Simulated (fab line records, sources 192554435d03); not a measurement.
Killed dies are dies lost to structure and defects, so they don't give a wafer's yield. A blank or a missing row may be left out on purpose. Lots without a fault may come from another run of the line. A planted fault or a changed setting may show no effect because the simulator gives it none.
fab line records | flow n5_finfet
record lots=6 wafers=18 last_day=17
route steps=1938 shown BEOL_M12@1625 PASSIVATION@1936
lots that met no fault: from a run of the same line without faults
start_h: hours from the record's first day to the start of the lot's first wafer shown | wait_h: hours since the lot's step before | " the same as in the row above | L1.1+2: a row that stands for several wafers | - no value, or no start given | * or withheld: withheld | < > ~ a bound
route shown NAME@n: a module of which the file shows steps, and the number in the route of the first | usual: mean/standard deviation of fault-free wafers | same: alike in all rows | chamber/n: place in a boat | sites: the reading at each site | _std_site: their standard deviation | _edge_site: outer sites' mean less inner sites' | radius_mm: how far each site lies from the wafer's centre | mask NAME#n: copy n | behind: the tool/chamber that last shaped the wafer | hold: why the lot was held/for how many hours/how that ended | device: the transistor (n, p or np) that didn't switch | end of line: the same wafers' tests at the end of the route | a step without rows: its recipe alone | killed: dies lost to structure and defects at the first sort, not the wafer's yield | map: a wafer's dies, x killed, . not, _ none there
set.NAME: the setting as run; set.NAME@STEP: as run at that earlier step | model.NAME: the simulator's own value behind a step, which no gauge read
lots at some steps of the route; a table a step, a row a wafer
services: from which hour (start_h, from the record's first day; less than 0 if before it) a tool's chamber was out of use, for how many hours, and why
## steps
# step N5_BEOL_M12_COAT_22
# recipe spin_rpm=2888 resist_thk_nm=300
# step N5_BEOL_M12_EBR_24
# recipe solvent=PGMEA ebr_width_mm=1.5
# step N5_BEOL_M12_SOFTBAKE_23
# recipe temp_c=130 time_s=60
# step N5_BEOL_M12_EXPOSE_25
# recipe mask_id=M12 na=0.93 source_shape=conventional sigma_outer=0.4 polarization=unpolarized dose_mj=21.8
# step N5_BEOL_M12_PEB_26
# recipe peb_temp_c=130 peb_time_s=90
# step N5_BEOL_M12_DEVELOP_27
# recipe develop_time_s=45 rinse_liquid=diw dry=air_spin dev_temp_c=21
# step N5_BEOL_M12_HARDBAKE_32
# recipe temp_c=130 time_s=120
# step N5_BEOL_M12_CD_MEAS_28
# recipe target_cd_nm=160.2 landing_energy_ev=500 detector=se_inlens polarity=opening
# usual cd_nm=159.3/1.3
# columns lot.wafer tool chamber start_h wait_h cd_nm
L208.2 cd_sem-02 0 234.41 - 159.3
L208.3 " 0 " " 158.3
L208.5 " 0 " " 159.6
L215.2 cd_sem-02 0 266.18 - 158.4
L215.3 " 0 " " 156.8
L215.6 " 0 " " 159.3
L217.3 cd_sem-02 0 288.08 - 159.6
L217.5 " 0 " " 161.2
L217.6 " 0 " " 160.9
L223.2 cd_sem-01 0 328.82 - 157.5
L223.3 " 0 " " 158.5
L223.6 " 0 " " 158.5
L226.1 cd_sem-01 0 346.98 - 159.0
L226.2 " 0 " " 158.2
L226.5 " 0 " " 158.4
L229.1 cd_sem-03 0 365.71 - 160.8
L229.2 " 0 " " 157.3
L229.4 " 0 " " 157.9
# step N5_BEOL_M12_OVL_MEAS_29
# recipe points_per_wafer=44
# usual M12_OVL=-5/4.3
# same points_per_wafer=44
# columns lot.wafer tool chamber start_h wait_h M12_OVL[nm]
L208.2 overlay-02 0 234.44 0.0 -3
L208.3 " 0 " " -2
L208.5 " 0 " " -8
L215.2 overlay-02 0 266.21 0.0 -5
L215.3 " 0 " " -7
L215.6 " 0 " " -1
L217.3 overlay-02 0 288.11 0.0 -11
L217.5 " 0 " " -10
L217.6 " 0 " " -4
L223.2 overlay-02 0 328.85 0.0 -3
L223.3 " 0 " " -15
L223.6 " 0 " " -2
L226.1 overlay-01 0 347.02 0.0 -4
L226.2 " 0 " " -5
L226.5 " 0 " " -6
L229.1 overlay-02 0 365.74 0.0 -10
L229.2 " 0 " " 4
L229.4 " 0 " " -2
# step N5_BEOL_M12_INSPECT_30
# recipe mode=adi inspect_instrument=macro
# usual raw_defect_count=2.1/1.5
# columns lot.wafer tool chamber start_h wait_h raw_defect_count
L208.2 defect_inspect-02 - 234.47 0.0 1
L208.3 " - " " 2
L208.5 " - " " 2
L215.2 defect_inspect-02 - 266.24 0.0 1
L215.3 " - " " 3
L215.6 " - " " 2
L217.3 defect_inspect-01 - 288.13 0.0 3
L217.5 " - " " 5
L217.6 " - " " 3
L223.2 defect_inspect-01 - 328.87 0.0 2
L223.3 " - " " 2
L223.6 " - " " 0
L226.1 defect_inspect-02 - 347.04 0.0 2
L226.2 " - " " 4
L226.5 " - " " 1
L229.1 defect_inspect-02 - 365.76 0.0 1
L229.2 " - " " 3
L229.4 " - " " 2
# step N5_BEOL_M12_DESCUM_33
# recipe chemistry=O2 time_s=7.9 source_power_w=50 bias_power_w=20 pressure_mtorr=20 rf_frequency_hz=2.712e+07 temp_c=40 o2_flow_sccm=225
# usual drypump_motor_current_A=5.4/0.49 oes_product_au=0.77/0.08 rf_vpp_V=243.2/1.5 showerhead_plenum_p_Torr=2.08/0.086 throttle_valve_pct=20.51/0.21
# columns lot.wafer tool chamber start_h wait_h drypump_motor_current_A oes_product_au rf_hours_counter_h rf_vpp_V showerhead_plenum_p_Torr throttle_valve_pct
L208.2 rie_diel-05 0 234.50 0.0 5.9 0.75 141 244.5 2.18 20.69
L208.3 " 1 " " 5.1 0.86 60 241.5 2.02 20.19
L208.5 " 1 " " 5.1 0.85 - 241.5 2.02 20.20
L215.2 rie_diel-06 2 266.27 0.0 5.3 0.72 217 243.5 2.07 20.63
L215.3 " 3 " " 4.8 0.90 32 245.2 2.23 20.45
L215.6 " 0 " " 4.8 0.74 - 241.4 1.99 20.42
L217.3 rie_diel-06 0 288.17 0.0 4.8 0.72 197 241.5 1.99 20.41
L217.5 " 0 " " 4.8 0.73 - 242.1 1.99 20.40
L217.6 " 3 " " 4.9 0.89 - 247.0 2.22 20.45
L223.2 rie_diel-04 0 329.31 0.4 5.7 0.96 7 244.7 2.13 20.08
L223.3 " 0 " " 5.7 0.96 - 241.9 2.13 20.07
L223.6 " 0 " " 5.7 0.95 - 243.8 2.13 20.07
L226.1 rie_diel-06 3 347.07 0.0 4.9 0.85 63 244.2 2.21 20.48
L226.2 " 2 " " 5.3 0.69 247 243.1 2.06 20.68
L226.5 " 2 " " 5.3 0.69 - 244.2 2.06 20.69
L229.1 rie_diel-05 3 365.80 0.0 6.4 0.89 39 244.9 2.22 20.18
L229.2 " 2 " " 5.4 0.79 115 247.3 2.19 20.29
L229.4 " 1 " " 5.1 0.81 104 240.7 2.00 20.25
# step N5_BEOL_M12_ETCH_67
# recipe chemistry=CF4 target=SiARC target_depth_a=1430 time_s=238.3 ion_energy_ev=80 pressure_mtorr=40 source_w=545 bias_w=36 Ar_flow_sccm=100 cf4_flow_sccm=100 ends=cleared
# usual bias_w=36.00/0.1 cf4_flow_sccm=100.02/0.27 drypump_motor_current_A=5.4/0.49 etch_rf_on_time_s=237/5.6 oes_product_au=0.66/0.069 rf_vpp_V=183.9/1.2 showerhead_plenum_p_Torr=2.14/0.083 throttle_valve_pct=15.71/0.22
# columns lot.wafer tool chamber start_h wait_h bias_w cf4_flow_sccm drypump_motor_current_A etch_rf_on_time_s oes_product_au rf_hours_counter_h rf_vpp_V showerhead_plenum_p_Torr throttle_valve_pct
L208.2 rie_diel-05 0 234.54 0.0 35.82 100.25 5.9 233 0.64 141 184.4 2.25 15.99
L208.3 " 1 " " 35.95 100.12 5.1 244 0.72 60 183.9 2.10 15.52
L208.5 " 1 " " 35.93 100.35 5.1 243 0.72 - 182.7 2.10 15.52
L215.2 rie_diel-06 2 266.30 0.0 35.96 100.08 5.3 233 0.61 217 182.9 2.11 15.85
L215.3 " 3 " " 36.07 99.36 4.8 230 0.79 32 184.9 2.27 15.48
L215.6 " 0 " " 36.00 100.40 4.8 239 0.62 - 182.0 2.05 15.69
L217.3 rie_diel-06 0 288.20 0.0 35.89 99.90 4.8 238 0.62 197 183.0 2.05 15.72
L217.5 " 0 " " 36.03 100.22 4.8 239 0.62 - 182.8 2.05 15.72
L217.6 " 3 " " 36.03 100.26 4.9 230 0.77 - 185.1 2.26 15.51
L223.2 rie_diel-04 0 329.36 0.0 36.13 100.13 5.8 238 0.82 7 185.8 2.19 15.24
L223.3 " 0 " " 35.98 100.27 5.8 239 0.81 - 183.1 2.19 15.24
L223.6 " 0 " " 36.22 100.39 5.7 240 0.81 - 185.0 2.18 15.24
L226.1 rie_diel-06 3 347.11 0.0 35.95 100.30 4.8 230 0.74 63 184.9 2.26 15.54
L226.2 " 2 " " 35.85 100.06 5.3 237 0.59 247 183.4 2.10 15.91
L226.5 " 2 " " 35.79 100.17 5.3 236 0.60 - 182.8 2.10 15.93
L229.1 rie_diel-05 3 365.83 0.0 36.14 99.92 6.4 243 0.74 39 183.9 2.27 15.36
L229.2 " 2 " " 36.13 100.60 5.3 252 0.67 115 185.0 2.22 15.45
L229.4 " 1 " " 36.03 99.40 5.1 240 0.68 104 182.8 2.08 15.61
# step N5_BEOL_M12_ETCH_68
# recipe chemistry=N2/H2 target=SOC mask_material=SiARC source_w=3000 bias_w=350 temp_c=40 time_s=285 ion_energy_ev=200 pressure_mtorr=30 n2_flow_sccm=200 h2_flow_sccm=200
# usual bias_w=350.0/1 drypump_motor_current_A=5.4/0.49 oes_product_au=0.77/0.082 rf_vpp_V=523.7/3 showerhead_plenum_p_Torr=2.54/0.1 throttle_valve_pct=17.90/0.2
# columns lot.wafer tool chamber start_h wait_h bias_w drypump_motor_current_A oes_product_au rf_hours_counter_h rf_vpp_V showerhead_plenum_p_Torr throttle_valve_pct model.SiARC_of_BEOL_M12_COAT_66.thk_nm
L208.2 rie_diel-05 0 234.68 0.1 350.6 5.9 0.74 141 527.8 2.64 18.01 85
L208.3 " 1 " " 350.4 5.1 0.85 61 522.6 2.47 17.62 85.6
L208.5 " 1 " " 351.6 5.1 0.86 - 521.1 2.47 17.63 85.4
L215.2 rie_diel-06 2 266.45 0.1 350.5 5.3 0.71 217 524.2 2.52 18.08 85.6
L215.3 " 3 " " 349.5 4.9 0.92 32 527.7 2.71 17.84 85.6
L215.6 " 0 " " 349.5 4.8 0.73 - 521.4 2.41 17.66 84.2
L217.3 rie_diel-06 0 288.35 0.1 349.4 4.8 0.72 197 519.1 2.41 17.68 86
L217.5 " 0 " " 352.0 4.8 0.72 - 520.5 2.41 17.66 84.2
L217.6 " 3 " " 349.9 4.9 0.90 - 528.7 2.70 17.84 83.6
L223.2 rie_diel-04 0 329.58 0.1 349.2 5.8 0.95 7 525.4 2.61 17.64 85.6
L223.3 " 0 " " 350.8 5.8 0.95 - 526.8 2.61 17.63 85.6
L223.6 " 0 " " 349.1 5.7 0.95 - 525.5 2.61 17.64 85.4
L226.1 rie_diel-06 3 347.25 0.1 350.0 4.9 0.86 64 527.9 2.69 17.90 85
L226.2 " 2 " " 352.4 5.3 0.69 247 522.2 2.51 18.14 86
L226.5 " 2 " " 351.1 5.3 0.69 - 521.8 2.51 18.15 85.8
L229.1 rie_diel-05 3 365.98 0.1 351.7 6.4 0.88 39 529.5 2.69 17.52 85.6
L229.2 " 2 " " 349.5 5.4 0.79 115 526.5 2.68 17.77 86.6
L229.4 " 1 " " 349.9 5.1 0.81 104 520.4 2.45 17.70 85.6
# step N5_BEOL_M12_STRIP_69
# recipe chemistry=N2/H2 temp_c=40 n2_flow_sccm=200 h2_flow_sccm=200 rf_frequency_hz=6e+07
# step N5_PASSIVATION_PROBE_49
# usual defect_limited_yield=91.3/1.5 killed_at_M0_to_M3=35/10 killed_at_M4_up=12/4.6 killed_at_contacts=13/6.6 killed_at_front_end=39/11 killed_at_other=4/3.4 killed_dies=103/17 killed_open=67/13 killed_short=35/8.2 sort_bin_5_function=5.1/0.94 sort_bin_6_memory=3.2/0.7 sort_n_pass=1077/17 sort_yield_pct=91.3/1.5
# same gross_dies=1180 killed_at_back_side=0 sort_bin_4_leakage[%]=0 sort_bin_8_speed[%]=0
# columns lot.wafer tool chamber start_h wait_h defect_limited_yield[%] killed_at_M0_to_M3 killed_at_M4_up killed_at_contacts killed_at_front_end killed_at_other killed_dies killed_open killed_short sort_bin_5_function[%] sort_bin_6_memory[%] sort_n_pass sort_yield_pct[%]
L215.2 prober-01 - 310.35 0.1 90.7 33 14 15 46 2 110 61 49 6.0 2.9 1070 90.7
L215.3 prober-01 - 310.40 0.1 89.7 45 11 14 49 2 121 83 33 5.6 4.2 1059 89.7
L215.6 prober-01 - 310.55 0.3 90.6 36 14 20 38 3 111 81 30 5.8 3.2 1069 90.6
# killed by level:class
L215.2 MOL_CONTACT_COAG:geometric_particle:open=11 BEOL_M0_SAQP:geometric_particle:short=10 FIN_SAQP:geometric_particle:open=8 GATE_CUT:geometric_particle:short=8 FIN_SAQP:geometric_particle:short=7 STI_FIN_REVEAL:geometric_particle:open=7 BEOL_M0_SAQP:geometric_particle:open=6 BEOL_M3:geometric_particle:open=5
L215.3 BEOL_M2:geometric_particle:open=17 MOL_CONTACT_COAG:geometric_particle:open=12 FIN_SAQP:geometric_particle:short=9 BEOL_M3:geometric_particle:open=8 FIN_SAQP:geometric_particle:open=7 STI_FIN_REVEAL:geometric_particle:open=7 BEOL_M0_SAQP:geometric_particle:open=7 GATE_CUT:geometric_particle:short=5
L215.6 MOL_CONTACT_COAG:geometric_particle:open=16 BEOL_M4:geometric_particle:open=10 BEOL_M2:geometric_particle:open=10 FIN_SAQP:geometric_particle:open=8 STI_FIN_REVEAL:geometric_particle:open=8 FIN_SAQP:geometric_particle:short=6 BEOL_M1:geometric_particle:short=6 BEOL_M0_SAQP:geometric_particle:open=5
## services
# columns tool chamber start_h hours kind
rie_diel-04 - 212.56 0.5 repair
rie_diel-05 0 213.29 4.7 repair
rie_diel-06 - 216.71 2.8 pm
rie_diel-04 0 224.29 7.6 repair
rie_diel-05 3 226.40 - clean
rie_diel-05 3 226.40 - consumable_replace:focus_ring
rie_diel-05 3 226.40 - consumable_replace:showerhead
rie_diel-05 3 226.40 20.0 scheduled_down
rie_diel-05 3 226.40 20.0 vent_cycle
rie_diel-04 - 228.63 2.8 pm
rie_diel-06 3 258.82 2.4 repair
rie_diel-04 0 292.44 - clean
rie_diel-04 0 292.44 - consumable_replace:focus_ring
rie_diel-04 0 292.44 17.5 scheduled_down
rie_diel-04 0 292.44 17.5 vent_cycle
rie_diel-04 3 323.85 12.5 repair
rie_diel-04 2 328.65 1.8 repair
rie_diel-06 1 330.77 13.6 repair
rie_diel-05 - 352.93 2.8 pm
rie_diel-06 2 358.97 - clean
rie_diel-06 2 358.97 - consumable_replace:focus_ring
rie_diel-06 2 358.97 15.0 scheduled_down
rie_diel-06 2 358.97 15.0 vent_cycle
## key
first_sign none at tools or gauges
model_effect step=N5_BEOL_M12_ETCH_68 value=SiARC_of_BEOL_M12_COAT_66.thk_nm without=85.8 struck=84
met_at N5_BEOL_M12_ETCH_68
struck_wafers L215.6,L217.5,L217.6
fault kind=process_parameter_drift tool=rie_diel-06 chamber=- onset_h=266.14 steps=N5_BEOL_M12_ETCH_68 channel=target_depth_a offset=432.57 shape=step end_h=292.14 scope=struck_wafers_only acts_in=these_recipes_only stated=5700
